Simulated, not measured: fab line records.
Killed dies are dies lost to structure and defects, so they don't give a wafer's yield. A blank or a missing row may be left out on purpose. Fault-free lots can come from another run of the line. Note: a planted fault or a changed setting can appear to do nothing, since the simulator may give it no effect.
What tool caused it? ; flow n5_finfet ; 10 lots with 30 wafers sampled at 5 steps, on a route of 1938 steps

WHAT THE GAUGES SHOWED, per wafer
N5_DUMMY_REMOVAL_INSPECT_06: inspects for defects (brightfield). Usual: raw_defect_count at 11, with a standard deviation of 4.8.
lot;measured;on;raw_defect_count;flag
L636;day 4 07:07;defect_inspect-01;10 8 8;
L640;day 5 04:07;defect_inspect-01;13 3 10;
L641;day 5 13:33;defect_inspect-01;12 4 12;
L644;day 6 05:42;defect_inspect-02;12 6 11;
L647;day 7 04:31;defect_inspect-02;13 12 9;
L648;day 7 05:38;defect_inspect-01;4 13 10;
L649;day 7 13:38;defect_inspect-01;18 17 15;
L654;day 8 21:52;defect_inspect-02;11 9 9;
L655;day 8 23:35;defect_inspect-01;3 10 5;
L658;day 9 18:58;defect_inspect-01;11 16 24;

N5_HKMG_FIN_INSPECT_61: inspects for defects (macro). Usual: raw_defect_count at 2.1, with a standard deviation of 1.5.
lot;measured;on;raw_defect_count;flag
L636;day 4 08:39;defect_inspect-01;3 1 2;
L640;day 5 05:38;defect_inspect-02;0 3 1;
L641;day 5 14:57;defect_inspect-02;3 1 0;
L644;day 6 07:13;defect_inspect-02;3 1 1;
L647;day 7 05:46;defect_inspect-01;3 4 0;
L648;day 7 07:00;defect_inspect-01;3 2 0;
L649;day 7 15:05;defect_inspect-02;1 1 2;
L654;day 8 23:08;defect_inspect-02;4 2 3;
L655;day 9 00:56;defect_inspect-01;1 4 1;
L658;day 9 20:20;defect_inspect-01;1 4 1;

N5_BEOL_M4_RC_MEAS_101. Usual: DIBL_N 35.9 mV/V, standard deviation 1.3; DIBL_P 36.3 mV/V, standard deviation 1.5; EOT_P 10.46, standard deviation 0.087; IGATE_P 0.0038 nA/um, standard deviation 0.00046; IOFF_N 0.153 nA/um, standard deviation 0.023; IOFF_P 0.208 nA/um, standard deviation 0.028; IOFF_P_85C 3.6 nA/um, standard deviation 0.41; IOFF_P_LIN 0.099 nA/um, standard deviation 0.011; IOFF_P_LONG 0.000105 nA/um, standard deviation 8.5e-06; ION_N 672 uA/um, standard deviation 9.7; ION_P 462 uA/um, standard deviation 6.6; SS_N 71.5 mV/dec, standard deviation 0.53; SS_P 73.3 mV/dec, standard deviation 0.59; VT_N 250.4 mV, standard deviation 2.7; VT_N_LVT 99 mV, standard deviation 3.1; VT_P -250.5 mV, standard deviation 3; VT_P_LONG -275.5 mV, standard deviation 2.8.
lot;measured;on;DIBL_N (mV/V);DIBL_P (mV/V);EOT_P;IGATE_P (nA/um);IOFF_N (nA/um);IOFF_P (nA/um);IOFF_P_85C (nA/um);IOFF_P_LIN (nA/um);IOFF_P_LONG (nA/um);ION_N (uA/um);ION_P (uA/um);SS_N (mV/dec);SS_P (mV/dec);VT_N (mV);VT_N_LVT (mV);VT_P (mV);VT_P_LONG (mV);flag
L636;day 8 15:58;prober-01;35.9 37.1 37.2;35.8 37.6 37.0;10.51 10.49 10.48;0.0039 0.0035 0.0038;0.154 0.182 0.181;0.189 0.213 0.215;3.3 3.7 3.7;0.089 0.097 0.096;9.1e-05 9.3e-05 9.3e-05;673 677 684;457 457 465;71.3 71.6 72.2;73.1 73.7 74.0;251.8 251.6 248.6;97 95 95;-254.4 -250.9 -250.2;-280.0 -278.8 -279.0;
L640;day 9 19:38;prober-02;35.9 37.1 34.8;36.9 38.6 36.6;10.51 10.34 10.42;0.0035 0.0037 0.0039;0.143 0.173 0.137;0.198 0.225 0.194;3.5 3.8 3.4;0.093 0.101 0.091;9.5e-05 9.3e-05 9.5e-05;655 671 666;451 461 459;71.9 71.3 70.9;72.9 73.9 72.7;253.9 248.6 251.7;103 101 104;-255.0 -249.8 -250.7;-278.5 -276.2 -279.6;
L641;day 10 07:00;prober-01;36.8 36.9 35.7;37.2 35.8 35.7;10.49 10.42 10.43;0.0042 0.0039 0.0045;0.170 0.168 0.149;0.235 0.222 0.217;4.1 3.9 3.8;0.108 0.104 0.101;0.000108 0.000106 0.00011;681 685 671;470 469 467;72.2 70.7 71.8;73.8 73.4 73.9;248.3 248.3 252.0;98 97 100;-249.1 -250.4 -249.9;-275.3 -276.5 -273.6;
L644;day 10 11:12;prober-02;35.7 37.4 37.4;35.8 38.7 38.2;10.42 10.60 10.43;0.0043 0.0036 0.0043;0.135 0.173 0.169;0.180 0.224 0.213;3.2 3.9 3.7;0.086 0.103 0.098;0.0001 0.000102 0.0001;675 684 686;460 471 464;71.3 71.7 71.9;73.6 73.5 73.1;253.1 247.8 247.4;100 95 95;-249.9 -248.1 -251.0;-278.5 -277.5 -275.6;
L647;day 11 11:40;prober-02;36.8 34.5 35.1;36.5 34.3 34.3;10.79 10.97 10.81;0.0008 0.0006 0.0008;0.161 0.123 0.129;0.048 0.040 0.040;1.0 0.9 0.9;0.023 0.020 0.020;4.8e-05 4.5e-05 4.8e-05;677 660 659;386 384 386;71.4 71.1 71.6;74.2 72.9 73.5;253.2 253.4 254.8;56 60 60;-294.8 -296.0 -296.1;-319.6 -320.0 -321.5;OFF
L648;day 12 10:47;prober-02;34.4 36.0 37.2;35.2 37.0 38.5;10.87 10.93 11.01;0.0007 0.0005 0.0006;0.117 0.137 0.153;0.037 0.044 0.048;0.9 1.0 1.1;0.019 0.021 0.022;4.3e-05 4.8e-05 4.8e-05;656 656 666;380 385 388;70.8 71.7 71.6;72.7 73.1 73.5;253.0 252.0 251.0;58 56 56;-293.6 -294.6 -295.0;-322.4 -317.9 -319.6;OFF
L649;day 12 04:38;prober-02;36.0 37.6 36.6;37.9 38.8 37.6;10.75 10.83 10.76;0.0008 0.0006 0.0006;0.177 0.198 0.174;0.053 0.055 0.053;1.2 1.2 1.2;0.026 0.026 0.026;5.4e-05 5.3e-05 5.1e-05;687 664 676;400 390 395;71.6 72.9 71.9;74.0 74.4 73.6;243.4 246.2 246.1;50 50 51;-291.7 -290.8 -289.4;-314.0 -313.2 -318.2;OFF
L654;day 13 15:25;prober-01;33.7 33.9 34.0;34.3 34.7 35.1;10.53 10.38 10.43;0.0036 0.0044 0.0037;0.136 0.137 0.144;0.213 0.212 0.223;3.7 3.7 3.9;0.105 0.104 0.110;0.000119 0.000118 0.000124;665 670 686;462 466 476;70.9 70.4 71.5;73.3 72.4 73.6;251.6 250.3 251.4;101 100 99;-247.8 -248.5 -245.7;-273.4 -271.3 -272.1;
L655;day 13 21:12;prober-01;35.8 32.8 34.9;38.0 34.6 37.1;10.55 10.45 10.55;0.0033 0.0038 0.0036;0.168 0.121 0.152;0.216 0.176 0.203;3.8 3.1 3.5;0.100 0.088 0.097;0.000104 0.000105 0.000107;673 669 685;462 460 474;71.5 71.3 71.5;73.4 72.8 73.5;249.3 251.3 252.4;100 104 100;-252.6 -253.5 -249.4;-275.2 -276.2 -274.9;
L658;day 15 00:24;prober-02;35.8 35.0 35.3;35.8 34.7 34.6;10.42 10.47 10.64;0.0037 0.0036 0.0026;0.145 0.134 0.136;0.211 0.189 0.192;3.7 3.4 3.5;0.103 0.095 0.096;0.000108 0.000107 0.000108;689 679 672;473 469 462;70.6 70.9 70.7;72.9 72.8 73.1;248.5 250.8 250.5;98 99 100;-249.6 -249.5 -249.6;-272.4 -273.4 -274.7;

EACH LOT AND THE TOOL THAT RAN IT (in order: tool; ch and the chambers of the sampled wafers; start)
lot;N5_HKMG_FIN_HK_ALD_01;N5_HKMG_FIN_WET_ETCH_82
L636;ald_hk-01 ch 1,2,3, day 4 07:39;wet_bench-04 ch 1,2,6, day 4 10:56
L640;ald_hk-02 ch 0,2,3, day 5 04:28;wet_bench-05 ch 0,5,7, day 5 07:55
L641;ald_hk-01 ch 0,1,3, day 5 13:55;wet_bench-02 ch 0,3,4, day 5 17:03
L644;ald_hk-03 ch 0,1,3, day 6 06:04;wet_bench-04 ch 1,2,4, day 6 11:01
L647;ald_hk-03 ch 0,1,2, day 7 04:52;wet_bench-04 ch 0,3,5, day 7 07:59
L648;ald_hk-03 ch 1,2, day 7 06:00;wet_bench-05 ch 4,6,7, day 7 09:30
L649;ald_hk-03 ch 2,3, day 7 13:59;wet_bench-04 ch 2,5,7, day 7 18:29
L654;ald_hk-03 ch 0,1,2, day 8 22:14;wet_bench-05 ch 0,4,5, day 9 01:14
L655;ald_hk-01 ch 0,1,2, day 8 23:56;wet_bench-04 ch 1,6,7, day 9 03:03
L658;ald_hk-02 ch 1,2,3, day 9 19:20;wet_bench-04 ch 0,5,7, day 9 22:36
- N5_HKMG_FIN_HK_ALD_01: deposits HfO2, target thk 1.6 nm, pulse time 3 s, purge time 3 s.
- N5_HKMG_FIN_WET_ETCH_82: etches La2O3 in dHCl, stops on HfO2, target depth 2 nm, rinse time 30 s.

WHAT THE TOOLS THEMSELVES READ (means of the sampled wafers that have a number; where no wafer has one, the mark that the record gives instead)
N5_HKMG_FIN_HK_ALD_01. Usual: precursor_pulse_height_rel at 1.000, with a standard deviation of 0.018.
lot;tool;precursor_pulse_height_rel;flag
L636;ald_hk-01;0.994;
L640;ald_hk-02;1.018;
L641;ald_hk-01;0.990;
L644;ald_hk-03;0.980;
L647;ald_hk-03;1.009;
L648;ald_hk-03;0.985;
L649;ald_hk-03;0.991;
L654;ald_hk-03;1.009;
L655;ald_hk-01;0.991;
L658;ald_hk-02;0.992;

N5_HKMG_FIN_WET_ETCH_82. Usual: bath_heat_duty_pct 6.3 %, standard deviation 0.82; rinse_temp_c 23.01 C, standard deviation 0.11.
lot;tool;bath_heat_duty_pct (%);rinse_temp_c (C);flag
L636;wet_bench-04;7.4;22.98;
L640;wet_bench-05;6.1;23.03;
L641;wet_bench-02;6.6;22.95;
L644;wet_bench-04;6.7;23.04;
L647;wet_bench-04;-;-;OFF
L648;wet_bench-05;-;-;OFF
L649;wet_bench-04;-;-;OFF
L654;wet_bench-05;5.5;23.20;
L655;wet_bench-04;7.2;23.02;
L658;wet_bench-04;6.7;22.97;

THE ANSWER, worked out from the rows above alone
Rule: a lot counts as off when the mean over its wafers that have a number is more than 3 standard deviations away from the usual mean. Also off: a lot with no number at a reading for which 4 or more lots have one. The other lots that the step has rows for count as sound. The gauges are gone through in route order, then the tools' own readings, and for those a lot's mean is taken as printed above. The first step at which some lot is off is used, and at that step the reading that is off furthest; a lot without a number counts as furthest.
Off: L647, L648, L649, at N5_BEOL_M4_RC_MEAS_101 (VT_P_LONG).
A tool fits if, at a process step before that reading, it ran every lot that is off, and no sound lot after the first of them. Not tried: the gauges at N5_BEOL_M4_RC_MEAS_101; whatever is off there is also off at N5_HKMG_FIN_WET_ETCH_82, on other tools, and gauge error can't account for it. Of those tried, none fits.

WHAT WAS PUT IN BY THE SIMULATOR
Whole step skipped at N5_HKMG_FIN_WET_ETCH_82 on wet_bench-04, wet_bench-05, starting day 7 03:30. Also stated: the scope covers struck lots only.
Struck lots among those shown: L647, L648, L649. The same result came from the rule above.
